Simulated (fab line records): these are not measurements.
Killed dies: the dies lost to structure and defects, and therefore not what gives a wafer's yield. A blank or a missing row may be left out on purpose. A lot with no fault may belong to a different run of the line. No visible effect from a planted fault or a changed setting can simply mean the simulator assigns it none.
Problem report, 8D (eight disciplines) form, completed by code    flow nand harc    the parts of the form that need people (team, actions taken, sign-off) are left out

== 1. WHAT IS WRONG ==
Mean of run length s at NHARC_THIN_TSV_ETCHBACK_48: 335.8 s across 6 wafers in 2 lots; on wafers with no fault it is 426.7 s (standard deviation 0.38). That is -99 or more standard deviations from the usual mean.
The step: etches the open film in C4F8/Ar, target depth 1028.5 nm, time 405.17 s.
First observed at day 28 14:37: wafer L807.4, on rie diel-13. Wafers with a number at this step in the record: 42, from 14 lots. Rule for "out" (also "out of limits"): further than 4 standard deviations from the usual mean. All remaining wafers that have a number are taken as sound.

== 2. WHAT IT IS AND WHAT IT IS NOT ==
question                     is                      is not
which readings at this step  run length s            oes product au, rf vpp V
which lots                   L807, L809              L796, L797, L798, L804, L811, L812, L813, L814, L815, L817, L818, L819
which wafers of those lots   all that have a number  -
read on which tools          rie diel-13             rie diel-09, rie diel-11
when                         from day 28 14:37       up to then (12 sound wafers); but 24 sound wafers of L811, L812, L813, L814, L815, L817, L818, L819 came after

== 3. SUSPECTS, AND WHAT RULES EACH OUT ==
Counting: any tool at a process step up to the reading is kept as a suspect provided that every lot that is out went through it and no sound lot did after the first of them.
- rtp anneal-01 at NHARC_A_BONDPAD_ANNEAL_28 (time 90 s): ruled out as a lasting fault. The sound lots L811, L812, L813, L814, L815, L817 went through it after L807, its earliest lot that is out (day 27 20:16).
- rie diel-13 at NHARC_THIN_TSV_ETCHBACK_48 (etches the open film in C4F8/Ar, target depth 1028.5 nm, time 405.17 s): ruled out as a lasting fault. The sound lots L818, L817 went through it after L807, its earliest lot that is out (day 28 14:37).
Left after counting: nothing in the record.

== 4. THE CAUSE (what the simulator had put in) ==
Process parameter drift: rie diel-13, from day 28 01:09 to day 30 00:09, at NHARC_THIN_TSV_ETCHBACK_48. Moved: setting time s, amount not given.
Counting ruled it out, wrongly.

== 5. THE CHAIN OF EFFECTS, in route order ==
One row per reading whose mean, taken over the struck wafers that have a number, lies over 3 standard deviations from the usual. Scope: only readings with a usual standard deviation given in the record; hours: median across lots of the time from each lot's start at the first step in this table that gives one to its start at this step; sigmas: change in usual standard deviations.
hours  step                        reading       usual    on struck wafers  change  sigmas
0      NHARC_THIN_TSV_ETCHBACK_48  run length s  426.7 s  335.8             -90.9   -99 or more
Its process steps:
- NHARC_THIN_TSV_ETCHBACK_48: etches the open film in C4F8/Ar, target depth 1028.5 nm, time 405.17 s.

== 6. HOW IT WOULD HAVE BEEN CAUGHT EARLIER ==
In this record the first reading out of limits was taken at day 28 14:37, 13 hours after the fault began at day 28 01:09.
